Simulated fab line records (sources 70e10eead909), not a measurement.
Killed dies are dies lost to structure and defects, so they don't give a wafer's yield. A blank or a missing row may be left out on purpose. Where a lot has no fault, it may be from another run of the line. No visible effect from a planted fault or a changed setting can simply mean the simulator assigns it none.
fab line records | flow nandHarc
[record] lots = 6 | wafers = 18 | lastDay = 23
route steps=1159 shown A_WL_FILL@830 A_CONTACT@840 END@1159
lots untouched by any fault: they come from a run of this same line in which no faults occurred
startH: start of the lot's first displayed wafer, in hours after the record's first day | waitH: hours elapsed since this lot's preceding step | " unchanged from the row above | L1.1+2: one row covering several wafers at once | - either no value or no given start | * or withheld: withheld | < > ~ a bound
route shown NAME@n: names a module that has steps shown in the file, with the first one's number in the route | usual: mean/standard deviation taken from wafers without a fault | same: alike in all rows | chamber/n: place in a boat | sites: each site's reading | _std_site: standard deviation across them | _edge_site: outer sites' mean less inner sites' | radiusMm: how far each site lies from the wafer's centre | mask NAME#n: copy n | behind: the tool/chamber that last shaped the wafer | hold: cause of the lot's hold/its duration in hours/its outcome | device: whichever transistor did not switch (one of n, p or np) | end of line: the route-end tests of the same wafers | where a step has no rows: the recipe by itself | killed: dies that structure and defects cost at the first sort, which is not the same as the wafer's yield | map: the dies of a wafer, with x for killed, . for not killed, _ for no die there
set.NAME: the setting the step ran with; set.NAME@STEP: the setting that earlier step ran with | model.NAME: the simulator's own value behind a step, which no gauge read
certain route steps with their lots: each step a table, each wafer a row
services: the hour from which a tool's chamber was out of use, counted from the record's first day as startH (under 0 if before that day), plus the number of hours and why
[[steps]]
[step NHARC_A_WL_FILL_PRECLEAN_30]
[recipe] timeS = 10 | chemistry = dHF
[step NHARC_A_WL_FILL_SRD_14]
[step NHARC_A_WL_FILL_ALD_19]
[recipe] targetThkA = 20 | pulseTimeS = 3 | aldCycles = 100 | tempC = 450 | material = TiN
[usual] heaterPowerW = 1058/84 | precursorPulseHeightRel = 0.998/0.019
lot.wafer | tool        | chamber | startH | waitH | heaterPowerW | precursorPulseHeightRel
L725.3    | aldMetal-02 | 2       | 358.03 | 0.2   | 1017         | 0.998
L725.4    | "           | 3       | "      | "     | 1179         | 1.051
L725.6    | "           | 2       | "      | "     | 1042         | 1.033
L726.3    | aldMetal-01 | 0       | 368.90 | 0.1   | 1139         | 0.986
L726.5    | "           | 0       | "      | "     | 1133         | 1.012
L726.6    | "           | 1       | "      | "     | 1161         | 1.001
L731.2    | aldMetal-01 | 1       | 405.64 | 0.1   | 1184         | 1.007
L731.3    | "           | 3       | "      | "     | 1030         | 0.964
L731.4    | "           | 2       | "      | "     | 1076         | 0.995
L735.2    | aldMetal-03 | 2       | 405.68 | 0.1   | 906          | 1.017
L735.3    | "           | 0       | "      | "     | 1033         | 1.010
L735.5    | "           | 1       | "      | "     | 1183         | 0.992
L734.1    | aldMetal-03 | 0       | 411.90 | 0.1   | 1044         | 0.994
L734.4    | "           | 1       | "      | "     | 1149         | 0.992
L734.6    | "           | 3       | "      | "     | 991          | 0.987
L742.2    | aldMetal-01 | 1       | 455.84 | 0.2   | 1160         | 1.013
L742.5    | "           | 2       | "      | "     | 1098         | 1.029
L742.6    | "           | 3       | "      | "     | 1035         | 0.976
[step NHARC_A_WL_FILL_CVD_20]
[recipe] targetThkA = 750 | tempC = 300 | pressureTorr = 40 | wf6FlowSccm = 40 | h2FlowSccm = 1600 | arFlowSccm = 1560 | timeS = 5064 | material = W
[usual] heaterPowerW = 485/51 | throttleValvePct = 8.01/0.21
lot.wafer | tool    | chamber | startH | waitH | heaterPowerW | throttleValvePct
L725.3    | cvdW-02 | 0       | -      | -     | 450          | 8.00
L725.4    | "       | 1       | "      | "     | 395          | 8.20
L725.6    | "       | 1       | "      | "     | 401          | 8.33
L726.3    | cvdW-02 | 0       | -      | -     | 449          | 8.32
L726.6    | "       | 0       | "      | "     | 450          | 8.08
L726.5    | "       | 1       | "      | "     | 394          | 8.16
L735.2    | cvdW-02 | 0       | -      | -     | 461          | 7.65
L735.3    | "       | 1       | "      | "     | 412          | 7.86
L735.5    | "       | 1       | "      | "     | 402          | 8.38
L731.2    | cvdW-01 | 1       | -      | -     | 507          | 8.05
L731.3    | "       | 0       | "      | "     | 529          | 8.07
L731.4    | "       | 1       | "      | "     | 512          | 8.11
L734.1    | cvdW-01 | 0       | -      | -     | 526          | 7.99
L734.4    | "       | 1       | "      | "     | 509          | 8.01
L734.6    | "       | 0       | "      | "     | 528          | 7.79
L742.2    | cvdW-02 | 1       | -      | -     | 402          | 8.02
L742.5    | "       | 0       | "      | "     | 458          | 7.72
L742.6    | "       | 1       | "      | "     | 398          | 8.25
[step NHARC_A_WL_FILL_CMP_12]
[recipe] tOverpolishS = 30 | targetThkNm = 75
[usual] edgeZonePressureFrac = 1.000/0.0046 | motorCurrentA = 12.3/0.93 | overpolishRunS = 30.000/0.0088 | timeToEndpointS = 15.3/2.7
[same] tOverpolishS = 30
lot.wafer | tool   | chamber | startH | waitH | edgeZonePressureFrac | motorCurrentA | overpolishRunS | timeToEndpointS
L725.3    | cmp-04 | 2       | 364.43 | 2.9   | 0.997                | 10.6          | 29.997         | 15.4
L725.4    | "      | 0       | "      | "     | 0.998                | 12.9          | 29.998         | 17.1
L725.6    | "      | 2       | "      | "     | 0.998                | 10.3          | 30.001         | 13.0
L726.3    | cmp-02 | 2       | 374.20 | 3.0   | 0.991                | 11.7          | 30.000         | 23.1
L726.5    | "      | 1       | "      | "     | 1.003                | 14.5          | 29.997         | 16.2
L726.6    | "      | 2       | "      | "     | 0.991                | 11.8          | 30.001         | 17.2
L735.3    | cmp-03 | 1       | 410.90 | 2.9   | 0.999                | 11.7          | 29.996         | 15.5
L735.2    | "      | 0       | "      | "     | 1.004                | 12.0          | 30.027         | 16.6
L735.5    | "      | 2       | "      | "     | 1.008                | 12.8          | 29.993         | 18.5
L731.4    | cmp-04 | 3       | 410.92 | 2.2   | 0.998                | 11.1          | 29.976         | 10.2
L731.2    | "      | 0       | "      | "     | 0.995                | 13.2          | 29.999         | 16.6
L731.3    | "      | 2       | "      | "     | 0.997                | 10.8          | 29.999         | 11.1
L734.4    | cmp-02 | 3       | 419.32 | 2.8   | 1.003                | 12.5          | 30.004         | 18.4
L734.1    | "      | 0       | "      | "     | 0.996                | 12.1          | 30.008         | 14.4
L734.6    | "      | 0       | "      | "     | 1.004                | 12.5          | 29.998         | 13.9
L742.2    | cmp-04 | 0       | 461.00 | 3.6   | 1.001                | 12.5          | 29.995         | 16.7
L742.5    | "      | 2       | "      | "     | 0.996                | 10.9          | 30.000         | 14.6
L742.6    | "      | 3       | "      | "     | 0.996                | 11.7          | 29.998         | 11.9
[step NHARC_A_WL_FILL_SRD_31]
[step NHARC_A_WL_FILL_INSPECT_15]
[usual] rawDefectCount = 389/120
lot.wafer | tool             | chamber | startH | waitH | rawDefectCount
L725.3    | defectInspect-02 | -       | 364.92 | 0.0   | 312
L725.4    | "                | -       | "      | "     | 404
L725.6    | "                | -       | "      | "     | 352
L726.3    | defectInspect-02 | -       | 374.65 | 0.0   | 325
L726.5    | "                | -       | "      | "     | 614
L726.6    | "                | -       | "      | "     | 757
L735.2    | defectInspect-01 | -       | 411.36 | 0.0   | 220
L735.3    | "                | -       | "      | "     | 404
L735.5    | "                | -       | "      | "     | 309
L731.2    | defectInspect-02 | -       | 411.41 | 0.0   | 445
L731.3    | "                | -       | "      | "     | 257
L731.4    | "                | -       | "      | "     | 342
L734.1    | defectInspect-02 | -       | 419.79 | 0.0   | 397
L734.4    | "                | -       | "      | "     | 663
L734.6    | "                | -       | "      | "     | 425
L742.2    | defectInspect-02 | -       | 461.42 | 0.0   | 363
L742.5    | "                | -       | "      | "     | 384
L742.6    | "                | -       | "      | "     | 432
[step NHARC_A_CONTACT_DEP_24]
[recipe] targetThkA = 5000 | tempC = 400 | pressureTorr = 6.5 | rfW = 900 | teosFlowSccm = 161.4 | flowSccm = 2650 | targetThkNm = 500 | gas = O2 | material = SiO2
[usual] heaterPowerW = 556/110 | mfcPrecursorSccm = 161.4/0.51 | throttleValvePct = 15.8/0.33
lot.wafer | tool     | chamber | startH | waitH | heaterPowerW | mfcPrecursorSccm | throttleValvePct
L725.3    | pecvd-02 | 0       | 365.04 | 0.1   | 416          | 160.8            | 15.2
L725.4    | "        | 0       | "      | "     | 420          | 161.2            | 15.2
L725.6    | "        | 1       | "      | "     | 504          | 161.8            | 15.9
L726.3    | pecvd-02 | 1       | 374.77 | 0.1   | 478          | 161.5            | 15.6
L726.6    | "        | 1       | "      | "     | 504          | 160.3            | 15.7
L726.5    | "        | 0       | "      | "     | 432          | 162.2            | 15.3
L735.3    | pecvd-02 | 0       | 411.45 | 0.1   | 392          | 161.0            | 15.2
L735.2    | "        | 1       | "      | "     | 517          | 161.5            | 15.8
L735.5    | "        | 2       | "      | "     | 668          | 161.6            | 16.0
L731.2    | pecvd-04 | 0       | 411.48 | 0.1   | 613          | 161.1            | 16.0
L731.3    | "        | 2       | "      | "     | 551          | 162.1            | 15.9
L731.4    | "        | 1       | "      | "     | 527          | 161.6            | 15.1
L734.1    | pecvd-03 | 0       | 419.98 | 0.2   | 464          | 161.2            | 15.7
L734.4    | "        | 1       | "      | "     | 556          | 161.4            | 16.4
L734.6    | "        | 0       | "      | "     | 485          | 160.8            | 15.7
L742.2    | pecvd-02 | 0       | 461.61 | 0.2   | 460          | 161.9            | 15.4
L742.6    | "        | 1       | "      | "     | 434          | 161.6            | 15.9
L742.5    | "        | 0       | "      | "     | 472          | 162.4            | 15.4
[step NHARC_A_CONTACT_DEP_28]
[recipe] targetThkA = 36000 | tempC = 400 | material = aC
[usual] throttleValvePct = 35.001/0.0099
lot.wafer | tool      | chamber | startH | waitH | throttleValvePct
L725.3    | aclDep-02 | 0       | 367.10 | 1.6   | 35.019
L725.4    | "         | 0       | "      | "     | 35.009
L725.6    | "         | 0       | "      | "     | 35.006
L726.3    | aclDep-03 | 0       | 376.47 | 1.2   | 35.008
L726.5    | "         | 0       | "      | "     | 34.996
L726.6    | "         | 0       | "      | "     | 35.002
L735.2    | aclDep-02 | 0       | 414.69 | 2.7   | 35.019
L735.3    | "         | 0       | "      | "     | 34.998
L735.5    | "         | 0       | "      | "     | 34.983
L731.2    | aclDep-01 | 0       | 415.83 | 3.8   | 35.016
L731.3    | "         | 0       | "      | "     | 35.006
L731.4    | "         | 0       | "      | "     | 35.001
L734.1    | aclDep-02 | 0       | 422.00 | 1.6   | 35.005
L734.4    | "         | 0       | 423.08 | 2.7   | 35.003
L734.6    | "         | 0       | "      | "     | 34.996
L742.2    | aclDep-01 | 0       | 464.38 | 2.3   | 34.999
L742.5    | "         | 0       | 465.47 | 3.4   | 34.997
L742.6    | "         | 0       | "      | "     | 34.975
[step NHARC_A_CONTACT_DEP_29]
[recipe] targetThkA = 700 | targetThkNm = 70 | tempC = 400 | pressureTorr = 3.5 | flowSccm = 200 | rfW = 350 | material = SiON
[usual] heaterPowerW = 750/100
lot.wafer | tool     | chamber | startH | waitH | heaterPowerW
L725.3    | pecvd-04 | 2       | 368.62 | 1.2   | 752
L725.6    | "        | 1       | "      | "     | 845
L725.4    | "        | 0       | "      | "     | 903
L726.3    | pecvd-02 | 2       | 378.00 | 1.2   | 793
L726.6    | "        | 2       | "      | "     | 787
L726.5    | "        | 0       | "      | "     | 589
L735.3    | pecvd-04 | 0       | 416.59 | 1.2   | 821
L735.2    | "        | 1       | "      | "     | 772
L735.5    | "        | 1       | "      | "     | 776
L731.3    | pecvd-03 | 1       | 417.79 | 1.2   | 723
L731.2    | "        | 2       | "      | "     | 892
L731.4    | "        | 0       | "      | "     | 665
L734.1    | pecvd-03 | 1       | 424.27 | 1.9   | 814
L734.6    | "        | 2       | "      | "     | 851
L734.4    | "        | 0       | "      | "     | 690
L742.2    | pecvd-04 | 0       | 466.22 | 1.5   | 735
L742.5    | "        | 0       | "      | "     | 742
L742.6    | "        | 1       | "      | "     | 823
[step NHARC_A_CONTACT_DEHYDRATE_32]
[recipe] tempC = 150 | timeS = 120
[step NHARC_A_CONTACT_HMDS_33]
[recipe] timeS = 30
[step NHARC_A_CONTACT_COAT_34]
[recipe] tempC = 260 | timeS = 75
[step NHARC_A_CONTACT_COAT_35]
[recipe] tempC = 225 | timeS = 65
[step NHARC_A_CONTACT_COAT_36]
[recipe] spinRpm = 1500 | resistThkNm = 90
[step NHARC_A_CONTACT_SOFTBAKE_37]
[recipe] tempC = 105 | timeS = 55
[step NHARC_A_CONTACT_EBR_38]
[step NHARC_A_CONTACT_EXPOSE_39]
[recipe] na = 1.35 | sigmaOuter = 0.8 | doseMj = 58.79 | maskId = A_CC_3
[step NHARC_A_CONTACT_PEB_40]
[recipe] pebTempC = 100 | pebTimeS = 65
[step NHARC_A_CONTACT_DEVELOP_41]
[recipe] developTimeS = 35 | devTempC = 23
[step NHARC_A_CONTACT_CD_MEAS_42]
[recipe] targetCdNm = 200 | landingEnergyEv = 500
[usual] cdNm = 200.3/0.49
lot.wafer | tool     | chamber | startH | waitH | cdNm
L725.3    | cdSem-02 | 0       | 369.32 | -     | 200.5
L725.4    | "        | 0       | "      | "     | 200.9
L725.6    | "        | 0       | "      | "     | 200.4
L726.3    | cdSem-02 | 0       | 378.72 | -     | 200.0
L726.5    | "        | 0       | "      | "     | 200.5
L726.6    | "        | 0       | "      | "     | 200.2
L735.2    | cdSem-02 | 0       | 417.29 | -     | 201.5
L735.3    | "        | 0       | "      | "     | 200.9
L735.5    | "        | 0       | "      | "     | 201.2
L731.2    | cdSem-03 | 0       | 418.49 | -     | 200.1
L731.3    | "        | 0       | "      | "     | 200.4
L731.4    | "        | 0       | "      | "     | 199.6
L734.1    | cdSem-02 | 0       | 424.96 | -     | 200.0
L734.4    | "        | 0       | "      | "     | 200.0
L734.6    | "        | 0       | "      | "     | 200.1
L742.2    | cdSem-02 | 0       | 466.97 | -     | 200.6
L742.5    | "        | 0       | "      | "     | 199.9
L742.6    | "        | 0       | "      | "     | 200.1
[step NHARC_A_CONTACT_OVL_MEAS_43]
[usual] overlayXNm = 0.0/0.93 | overlayYNm = -0.3/0.9
lot.wafer | tool       | chamber | startH | waitH | overlayXNm | overlayYNm
L725.3    | overlay-01 | -       | 369.40 | -     | 0.3        | -0.3
L725.4    | "          | -       | "      | "     | 0.5        | 0.5
L725.6    | "          | -       | "      | "     | 0.0        | 0.0
L726.3    | overlay-02 | -       | 378.81 | -     | 0.7        | -0.1
L726.5    | "          | -       | "      | "     | 0.5        | 0.1
L726.6    | "          | -       | "      | "     | 0.3        | 0.0
L735.2    | overlay-01 | -       | 417.37 | -     | -0.1       | 0.2
L735.3    | "          | -       | "      | "     | -0.2       | 0.3
L735.5    | "          | -       | "      | "     | 0.0        | 0.7
L731.2    | overlay-01 | -       | 418.58 | -     | -0.3       | -0.2
L731.3    | "          | -       | "      | "     | -0.5       | 0.0
L731.4    | "          | -       | "      | "     | 0.5        | 0.1
L734.1    | overlay-02 | -       | 425.05 | -     | 1.5        | -1.0
L734.4    | "          | -       | "      | "     | 1.3        | -0.6
L734.6    | "          | -       | "      | "     | 1.6        | -0.4
L742.2    | overlay-01 | -       | 467.06 | -     | 0.8        | 0.8
L742.5    | "          | -       | "      | "     | 0.8        | 0.2
L742.6    | "          | -       | "      | "     | 0.6        | 0.7
[step NHARC_A_CONTACT_INSPECT_44]
[usual] rawDefectCount = 26/10
lot.wafer | tool             | chamber | startH | waitH | hold                    | rawDefectCount
L725.3    | defectInspect-01 | -       | 369.44 | 0.0   | -                       | 38
L725.4    | "                | -       | "      | "     | -                       | 39
L725.6    | "                | -       | "      | "     | -                       | 35
L726.3    | defectInspect-02 | -       | 378.84 | 0.0   | -                       | 6
L726.5    | "                | -       | "      | "     | -                       | 9
L726.6    | "                | -       | "      | "     | -                       | 11
L735.2    | defectInspect-02 | -       | 417.41 | 0.0   | awaitDispo/0.2h/release | 828
L735.3    | "                | -       | "      | "     | awaitDispo/0.2h/release | 834
L735.5    | "                | -       | "      | "     | awaitDispo/0.2h/release | 860
L735.2    | defectInspect-02 | -       | 417.58 | 0.2   | -                       | 843
L735.3    | "                | -       | "      | "     | -                       | 841
L735.5    | "                | -       | "      | "     | -                       | 861
L731.2    | defectInspect-01 | -       | 418.62 | 0.0   | -                       | 25
L731.3    | "                | -       | "      | "     | -                       | 22
L731.4    | "                | -       | "      | "     | -                       | 32
L734.1    | defectInspect-01 | -       | 425.09 | 0.0   | awaitDispo/0.2h/release | 836
L734.4    | "                | -       | "      | "     | awaitDispo/0.2h/release | 855
L734.6    | "                | -       | "      | "     | awaitDispo/0.2h/release | 810
L734.1    | defectInspect-01 | -       | 425.26 | 0.2   | -                       | 849
L734.4    | "                | -       | "      | "     | -                       | 852
L734.6    | "                | -       | "      | "     | -                       | 806
L742.2    | defectInspect-01 | -       | 467.10 | 0.0   | -                       | 28
L742.5    | "                | -       | "      | "     | -                       | 25
L742.6    | "                | -       | "      | "     | -                       | 21
[step NHARC_END_SORT_01]
[recipe] tempC = 25
[usual] defectLimitedYield = 95.3/1.3 | killedAtArray = 28/8.6 | killedAtOther = 0.7/1.2 | killedAtPeriphery = 3.1/2.3 | killedDies = 32/8.7 | killedOpen = 3.2/1.7 | killedShort = 2.0/1.5 | sort_bin_2_pct = 1.5/0.58 | sort_bin_3_pct = 0.28/0.22 | sort_bin_4_pct = 3.0/0.86 | sortNPass = 645/8.7 | sortRimYieldPct = 97.8/1.4 | sortYieldPct = 95.3/1.3
[same] grossDies = 677 | sort_bin_5_pct[%] = 0 | sort_bin_6_pct[%] = 0 | sort_bin_7_pct[%] = 0 | sort_bin_8_pct[%] = 0 | sortRimNGross = 106.00
lot.wafer | tool      | chamber | startH | waitH | defectLimitedYield[%] | killedAtArray | killedAtOther | killedAtPeriphery | killedDies | killedOpen | killedShort | sort_bin_2_pct[%] | sort_bin_3_pct[%] | sort_bin_4_pct[%] | sortNPass | sortRimYieldPct[%] | sortYieldPct[%]
L726.3    | prober-02 | 0       | 453.71 | 3.1   | 98.5                  | 9             | 0             | 1                 | 10         | 4          | 1           | 0.3               | 0.15              | 1.0               | 667       | 98.1               | 98.5
L726.5    | prober-02 | 0       | 455.27 | 3.6   | 97.5                  | 12            | 1             | 4                 | 17         | 3          | 2           | 1.0               | 0.15              | 1.3               | 660       | 100.0              | 97.5
L726.6    | prober-02 | 0       | 456.05 | 3.9   | 97.9                  | 12            | 0             | 2                 | 14         | 3          | 1           | 0.7               | 0.15              | 1.2               | 663       | 99.1               | 97.9
L731.4    | prober-02 | 0       | 495.33 | 3.4   | 96.0                  | 26            | 0             | 1                 | 27         | 2          | 0           | 0.4               | 0.15              | 3.4               | 650       | 97.2               | 96.0
// killed by level:class
L726.3 A_CONTACT:geometricParticle:open=4 A_STAIRCASE:chamberFilmFlake=2 A_CONTACT:chamberFilmFlake=2 A_CHANNEL_HOLE_D1:geometricParticle:short=1 P_GATE:chamberFilmFlake=1
L726.5 A_ONON_D1:geometricParticle:open=2 P_GATE:chamberFilmFlake=2 A_CHANNEL_HOLE_D1:chamberFilmFlake=2 A_SLIT:chamberFilmFlake=2 A_CONTACT:chamberFilmFlake=2 P_CONTACT:geometricParticle:short=1 A_CONTACT:geometricParticle:short=1 A_M0:geometricParticle:open=1
L726.6 A_STAIRCASE:chamberFilmFlake=4 A_CONTACT:chamberFilmFlake=2 P_M0:geometricParticle:open=1 A_ONON_D1:geometricParticle:open=1 A_CHANNEL_FILL_D1:geometricParticle:open=1 A_WL_FILL:geometricParticle:short=1 P_GATE:chamberFilmFlake=1 A_CHANNEL_HOLE_D1:chamberFilmFlake=1
L731.4 A_SLIT:chamberFilmFlake=10 A_CHANNEL_HOLE_D1:chamberFilmFlake=5 A_STAIRCASE:chamberFilmFlake=4 A_CHANNEL_FILL_D1:chamberFilmFlake=3 A_CONTACT:chamberFilmFlake=2 P_M2:geometricParticle:open=1 A_CONTACT:geometricParticle:open=1 A_M1:chamberFilmFlake=1
[[services]]
tool        | chamber | startH | hours | kind
pecvd-02    | -       | 334.24 | 13.0  | pm
aclDep-02   | -       | 350.25 | 13.0  | pm
aldMetal-02 | 1       | 351.98 | 30.1  | repair
cmp-03      | -       | 352.13 | 4.0   | pm
aldMetal-02 | -       | 364.00 | 10.0  | pm
cmp-03      | -       | 373.34 | 1.2   | repair
pecvd-04    | -       | 376.18 | 13.0  | pm
cvdW-02     | -       | 378.99 | 13.0  | pm
cmp-03      | -       | 383.36 | 6.5   | repair
cmp-04      | -       | 395.86 | 0.3   | repair
cmp-02      | -       | 398.69 | 0.6   | repair
aldMetal-01 | 0       | 399.02 | 6.8   | repair
cmp-04      | -       | 399.06 | 4.0   | pm
cmp-02      | -       | 400.53 | 1.0   | repair
aclDep-03   | -       | 405.62 | 13.0  | pm
cmp-02      | -       | 422.76 | 4.0   | pm
cmp-03      | -       | 427.81 | 0.9   | repair
pecvd-04    | -       | 435.24 | 1.0   | repair
cmp-02      | -       | 444.38 | 0.4   | repair
cvdW-01     | 0       | 448.95 | 4.7   | repair
cmp-03      | -       | 450.13 | 4.0   | pm
aldMetal-01 | -       | 458.01 | 10.0  | pm
pecvd-03    | -       | 460.10 | 1.2   | repair
aldMetal-02 | -       | 461.76 | 0.5   | repair
[[key]]
[firstSign] step = NHARC_A_CONTACT_INSPECT_44 | reading = visit | direction = added
[effect] step = NHARC_A_CONTACT_INSPECT_44 | reading = rawDefectCount | direction = up | sigmas = 78 | usual = 26 | struck = 837
metAt NHARC_A_CONTACT_DEP_28
struckWafers L734.1,L734.4,L734.6,L735.2,L735.3,L735.5
scrappedBehind NHARC_A_CONTACT_INSPECT_44 L734.1,L734.4,L734.6,L735.2,L735.3,L735.5
onsetBetween 367.10 414.69
alsoFits NHARC_A_WL_FILL_ALD_19:aldMetal-03
[fault] kind = chamberParticleSource | tool = aclDep-02 | chamber = - | onsetH = 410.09 | steps = NHARC_A_CONTACT_DEP_28 | ratePerVisitCm2 = 1.2688 | endH = 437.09
